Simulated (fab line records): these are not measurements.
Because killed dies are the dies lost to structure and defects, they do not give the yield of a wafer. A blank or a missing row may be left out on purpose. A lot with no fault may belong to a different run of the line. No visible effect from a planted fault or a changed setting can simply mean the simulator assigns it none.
Matching of chambers || flow n5 finfet || N5_MOL_CONTACT_COAG_ETCH_59 on rie diel-03: 4 sister chambers
The step etches underlayer in N2/H2, target depth 13 nm, time 10.4 s. 4 wafers are shown with their chamber, then 9 later ones without.

== WAFERS WITH THEIR CHAMBER ==
{"wafer": "L086.3", "chamber": 1, "drypump motor current A (A)": 5.8}
{"wafer": "L090.5", "chamber": 0, "drypump motor current A (A)": 6.0}
{"wafer": "L091.1", "chamber": 3, "drypump motor current A (A)": 5.1}
{"wafer": "L091.5", "chamber": 2, "drypump motor current A (A)": 5.7}

== WAFERS WITH NO CHAMBER GIVEN ==
{"wafer": "L092.1", "drypump motor current A (A)": 5.1}
{"wafer": "L092.4", "drypump motor current A (A)": 6.0}
{"wafer": "L092.5", "drypump motor current A (A)": 5.6}
{"wafer": "L093.1", "drypump motor current A (A)": 5.1}
{"wafer": "L093.4", "drypump motor current A (A)": 5.8}
{"wafer": "L093.6", "drypump motor current A (A)": 5.7}
{"wafer": "L094.1", "drypump motor current A (A)": 5.7}
{"wafer": "L094.5", "drypump motor current A (A)": 5.6}
{"wafer": "L094.6", "drypump motor current A (A)": 5.1}

== WHICH CHAMBER EACH ONE RAN IN ==
{"wafer": "L092.1", "from the rows above": 3, "in truth": 3}
{"wafer": "L092.4", "from the rows above": 0, "in truth": 0}
{"wafer": "L092.5", "from the rows above": 2, "in truth": 2}
{"wafer": "L093.1", "from the rows above": 3, "in truth": 3}
{"wafer": "L093.4", "from the rows above": 1, "in truth": 1}
{"wafer": "L093.6", "from the rows above": 2, "in truth": 2}
{"wafer": "L094.1", "from the rows above": 2, "in truth": 2}
{"wafer": "L094.5", "from the rows above": 2, "in truth": 2}
{"wafer": "L094.6", "from the rows above": 3, "in truth": 3}
Correctly placed: 9 of 9. Not placeable from these rows: 0. 0 placed wrongly.
How it was worked out, from the rows above alone: a wafer's distance from a chamber is the root of the sum, over the readings, of the square of ((its reading less the chamber's mean) divided by the reading's scatter). If the next closest chamber is less than 2 further off than the closest, the wafer can't be placed; otherwise it belongs to the closest. For every chamber, the mean is computed from those of its wafers that are shown. The scatter: root of mean squared gap, hidden wafer to nearest shown wafer, with one shown wafer a chamber.
